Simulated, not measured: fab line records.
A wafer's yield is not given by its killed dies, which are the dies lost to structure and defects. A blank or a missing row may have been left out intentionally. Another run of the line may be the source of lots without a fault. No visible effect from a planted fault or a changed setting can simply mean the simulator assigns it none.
A struck lot beside a sound one + flow nandHarc + 37 out of 1159 route steps
Sound: these wafers, L107.1, L107.2, L107.6. Wafers struck: L121.2, L121.4, L121.5. Last of all comes the cause.
Order at every step that has rows: each side's tool, ch and its chambers, its first start. Under that, the readings that differ: sound wafers + struck wafers + difference of the means + sigmas: that difference in standard deviations of wafers without a fault.
alike: same words and numbers on both sides, and readings whose means sit less than 2 such deviations apart. not compared: any withheld reading, any reading some wafer has no value for, any bound like >300 that may hide the same value, and any number with overlapping values for which the record gives no deviation.
Wherever a step has rows on one side only, a row that says differs or no value, or a row with sigmas, the two part there. When numbers do not overlap yet have no deviation, they are printed without sigmas and do not part them. A reading that every wafer of one side lacks parts them only if that side has two wafers or more.

first, 4 steps without rows for these wafers: NHARC_A_SGD_CUT_PRECLEAN_18 (cleans in SC1); NHARC_A_SGD_CUT_SRD_19; NHARC_A_SGD_CUT_DEP_20 (deposits SiO2, target thk 150 nm); NHARC_A_SGD_CUT_ANNEAL_27 (time 1800 s).
NHARC_A_SGD_CUT_CMP_21: polishes, target thk 148.19 nm.
  sound on cmp-01 ch 1,2,3, day 14 21:22; struck on cmp-01 ch 1,2,3, day 18 05:57
  alike: motorCurrentA, timeToEndpointS
NHARC_A_SGD_CUT_THK_MEAS_22: measures by ellipsometry.
  sound: filmMetro-02 at day 14 21:34; struck: filmMetro-01 at day 18 06:13
  alike: thkNm
then, 2 steps without rows for these wafers: NHARC_A_SGD_CUT_SRD_23; NHARC_A_SGD_CUT_ETCH_26 (etches SiO2 in dHF, target depth 45.8 nm).
NHARC_A_SGD_CUT_ETCHBACK_24: etches the open film in CH3F/O2, target depth 50 nm, time 92.857 s.
  sound on rieDiel-05 ch 0,1,3, day 14 21:55; struck on rieDiel-05 ch 1,2,3, day 18 06:26
  alike: drypumpMotorCurrentA, mfcArSccm, oesProductAu, rfVppV, showerheadPlenumPTorr, throttleValvePct
  not compared: rfHoursCounterH
then, 1 step without rows for these wafers: NHARC_A_SGD_CUT_STRIP_28 (strips in O2, time 20 s).
NHARC_A_SGD_CUT_INSPECT_25:
  sound: defectInspect-02 at day 14 22:19; struck: defectInspect-02 at day 18 06:40
  alike: rawDefectCount
then, 1 step without rows for these wafers: NHARC_A_SLIT_DEP_25 (deposits SiO2, target thk 200 nm).
NHARC_A_SLIT_DEP_00: deposits aC, target thk 3200 nm.
  sound on aclDep-02 ch 0, day 15 00:21; struck on aclDep-01 ch 0, day 18 08:40
  alike: throttleValvePct
then, 9 steps without rows for these wafers: NHARC_A_SLIT_DEP_23 (deposits SiON, target thk 100 nm); NHARC_A_SLIT_DEHYDRATE_01 (time 120 s); NHARC_A_SLIT_HMDS_02 (time 30 s); NHARC_A_SLIT_COAT_03 (resist thk 90 nm); NHARC_A_SLIT_SOFTBAKE_04 (time 55 s); NHARC_A_SLIT_EBR_05; NHARC_A_SLIT_EXPOSE_06 (exposes mask SLIT); NHARC_A_SLIT_PEB_07 (peb time 65 s); NHARC_A_SLIT_DEVELOP_08 (develop time 35 s).
NHARC_A_SLIT_CD_MEAS_09: target cd 300 nm.
  sound on cdSem-02 ch 0, day 15 03:10; struck on cdSem-02 ch 0, day 18 10:59
  alike: cdNm
NHARC_A_SLIT_OVL_MEAS_10:
  sound: overlay-01 at day 15 03:16; struck: overlay-02 at day 18 11:05
  alike: overlayXNm, overlayYNm
NHARC_A_SLIT_INSPECT_11:
  sound: defectInspect-02 at day 15 03:17; struck: defectInspect-01 at day 18 11:07
  alike: rawDefectCount
NHARC_A_SLIT_DESCUM_14: chemistry O2, time 3 s.
  sound on rieDiel-02 ch 1,2, day 15 03:21; struck on rieDiel-04 ch 0,2,3, day 18 11:11
  alike: drypumpMotorCurrentA, mfcArSccm, oesProductAu, rfVppV, showerheadPlenumPTorr, throttleValvePct
  not compared: rfHoursCounterH
NHARC_A_SLIT_ETCH_24: etches the open film in CF4/CHF3, target depth 121 nm, time 60.5 s.
  sound on rieDiel-02 ch 0,3, day 15 03:26; struck on rieDiel-04 ch 1,2,3, day 18 11:16
  alike: drypumpMotorCurrentA, mfcArSccm, oesProductAu, rfVppV, showerheadPlenumPTorr, throttleValvePct
  not compared: rfHoursCounterH
then, 2 steps without rows for these wafers: NHARC_A_SLIT_ETCH_15 (etches the open film in O2/COS, target depth 3200 nm, time 832 s); NHARC_A_SLIT_ETCH_17 (etches the open film in C4F8/O2/Ar, time 1687.5 s, target depth 10100 nm).
NHARC_A_SLIT_ETCH_26: etches the open film in C4F8/O2/Ar, time 90 s, target depth 400 nm.
  sound on harEtch-02 ch 0,1, day 15 05:39; struck on harEtch-01 ch 0,1, day 18 13:52
  alike: biasV, drypumpMotorCurrentA, heBacksideLeakSccm, mfcArSccm, showerheadPlenumPTorr, throttleValvePct
  not compared: rfHoursCounterH
then, 5 steps without rows for these wafers: NHARC_A_SLIT_STRIP_28 (strips in O2/COS); NHARC_A_SLIT_ETCH_29 (etches the open film in CF4/O2, target depth 100 nm, overetch 10 nm, time 55 s); NHARC_A_SLIT_STRIP_18 (strips in O2); NHARC_A_SLIT_PRECLEAN_19 (cleans in SC1); NHARC_A_SLIT_SRD_20.
NHARC_A_SLIT_CD_MEAS_21:
  sound: cdSem-02 at day 15 06:49; struck: cdSem-02 at day 18 15:01
  alike: cdNm
-- the record jumps here: 5 days lie between the struck wafers' starts before and after (it left off in module A_SLIT and takes up again in module END, whose first step shown is number 1159 of the route) --
NHARC_END_SORT_01:
  sound on prober-01 ch 0, day 20 23:50; struck on prober-01 ch 0, day 23 15:17
| reading       | sound    | struck      | difference | sigmas |
|---------------|----------|-------------|------------|--------|
| killedAtArray | 33 44 36 | 670 653 666 | +625       | +74    |
| killedDies    | 33 45 39 | 675 660 675 | +631       | +70    |
  alike: killedAtOther, killedAtPeriphery, killedOpen, killedShort

== WHERE THEY PART ==
At NHARC_END_SORT_01 and nowhere else, as far as this record goes.

WHY: what had been put in by the simulator
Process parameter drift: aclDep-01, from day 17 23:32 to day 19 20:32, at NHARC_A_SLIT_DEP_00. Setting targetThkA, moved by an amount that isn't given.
